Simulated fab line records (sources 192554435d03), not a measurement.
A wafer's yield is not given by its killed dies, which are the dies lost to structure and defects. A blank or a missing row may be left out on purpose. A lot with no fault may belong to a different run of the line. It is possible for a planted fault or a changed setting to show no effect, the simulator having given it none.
Chamber matching -- flow n5 finfet -- N5_BEOL_M14_ETCH_68 on rie diel-03: 4 sister chambers
The step etches SOC in N2/H2, time 450 s. 18 wafers are shown with their chamber, then 9 later ones without.

WAFERS, EACH WITH ITS CHAMBER
wafer,chamber,drypump motor current A (A),showerhead plenum p Torr (Torr),throttle valve pct (%)
L074.1,3,6.0,2.56,17.58
L074.2,1,6.2,2.48,17.24
L074.3,0,5.4,2.73,17.61
L076.1,1,6.2,2.48,17.23
L076.4,2,5.6,2.51,17.64
L076.6,0,5.4,2.72,17.60
L078.1,1,6.2,2.48,17.24
L078.3,0,5.4,2.72,17.63
L078.4,1,6.2,2.48,17.24
L082.1,1,6.2,2.47,17.28
L082.5,3,6.0,2.55,17.61
L082.6,1,6.2,2.47,17.27
L080.1,1,6.2,2.47,17.27
L080.3,2,5.6,2.50,17.68
L080.6,1,6.2,2.47,17.27
L088.1,1,6.1,2.47,17.28
L088.3,2,5.6,2.49,17.69
L088.5,0,5.4,2.71,17.68

SIGNATURES, as means of the wafers listed above
reading,chamber 0,chamber 1,chamber 2,chamber 3,scatter within a chamber
drypump motor current A,5.400,6.189,5.600,6.000,0.0252
showerhead plenum p Torr,2.7200,2.4744,2.5000,2.5550,0.00693
throttle valve pct,17.6300,17.2578,17.6700,17.5950,0.0251
Rule: a wafer's distance from a chamber is the root of the sum, over the readings, of the square of ((its reading less the chamber's mean) divided by the reading's scatter). If the next closest chamber is less than 2 further off than the closest, the wafer can't be placed; otherwise it belongs to the closest. The scatter: the root of (the sum of the squares of (reading less its chamber's mean) over the shown wafers, divided by (wafers less chambers)).

WAFERS WHOSE CHAMBER IS MISSING
wafer,drypump motor current A (A),showerhead plenum p Torr (Torr),throttle valve pct (%)
L089.1,6.0,2.54,17.65
L089.2,5.6,2.49,17.70
L089.6,6.0,2.54,17.67
L092.1,6.0,2.54,17.63
L092.3,6.1,2.46,17.32
L092.4,5.4,2.71,17.67
L096.1,5.6,2.49,17.73
L096.5,5.5,2.49,17.72
L096.6,6.1,2.46,17.34

WHICH CHAMBER EACH WENT THROUGH
wafer,from the rows above,in truth
L089.1,3,3
L089.2,2,2
L089.6,3,3
L092.1,3,3
L092.3,1,1
L092.4,0,0
L096.1,2,2
L096.5,2,2
L096.6,1,1
Correct placement for 9 of the 9. Can't be placed from these rows: 0. Wrongly placed: 0.
